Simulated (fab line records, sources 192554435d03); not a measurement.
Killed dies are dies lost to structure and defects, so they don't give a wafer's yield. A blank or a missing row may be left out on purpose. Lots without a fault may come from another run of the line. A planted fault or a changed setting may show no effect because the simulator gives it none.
Which tool did it? | flow n5_finfet | 12 lots, 36 wafers sampled, at 1 step of a route of 1938

WHAT THE GAUGES READ, wafer by wafer
N5_BEOL_M5_CD_MEAS_35: target cd 28 nm, target cd y 24 nm. Usual: cd_nm 27.9 nm, standard deviation 0.32.
lot  | measured     | on        | cd_nm (nm)     | flag
L817 | day 9 11:10  | cd_sem-02 | 27.7 27.9 28.2 |
L821 | day 9 14:51  | cd_sem-02 | 28.3 27.7 27.9 |
L819 | day 9 18:16  | cd_sem-01 | 27.5 27.4 26.6 |
L820 | day 9 18:34  | cd_sem-02 | 28.2 28.1 28.7 |
L818 | day 9 18:40  | cd_sem-01 | 28.0 27.7 27.8 |
L823 | day 10 08:30 | cd_sem-03 | 28.4 28.7 28.3 |
L829 | day 12 00:08 | cd_sem-03 | 28.1 27.7 27.7 |
L831 | day 12 02:07 | cd_sem-02 | 28.3 27.9 28.3 |
L828 | day 12 02:35 | cd_sem-02 | 27.8 27.9 28.6 |
L833 | day 12 16:31 | cd_sem-02 | 28.1 28.4 28.0 |
L836 | day 14 03:44 | cd_sem-01 | 27.9 27.6 27.9 |
L837 | day 14 08:02 | cd_sem-02 | 27.7 27.8 27.6 |

WHICH TOOL RAN EACH LOT (tool, then ch and the chambers of the sampled wafers, then the start)
The record holds no process step before these readings.

WHAT THE TOOLS THEMSELVES READ (means of the sampled wafers that have a number; where no wafer has one, the mark that the record gives instead)
The record holds no such reading with a usual standard deviation.

THE ANSWER, worked out from the rows above alone
Rule: a lot is off if the mean of its wafers that have a number lies more than 3 standard deviations from the usual mean. A lot without any number at a reading at which 4 lots or more have one is off too. The other lots that the step has rows for count as sound. The gauges are gone through in route order, then the tools' own readings, and for those a lot's mean is taken as printed above. The first step at which some lot is off is used, and at that step the reading that is off furthest; a lot without a number counts as furthest.
No lot is off at any reading shown: from this, nothing can be told.

WHAT THE SIMULATOR HAD PUT IN
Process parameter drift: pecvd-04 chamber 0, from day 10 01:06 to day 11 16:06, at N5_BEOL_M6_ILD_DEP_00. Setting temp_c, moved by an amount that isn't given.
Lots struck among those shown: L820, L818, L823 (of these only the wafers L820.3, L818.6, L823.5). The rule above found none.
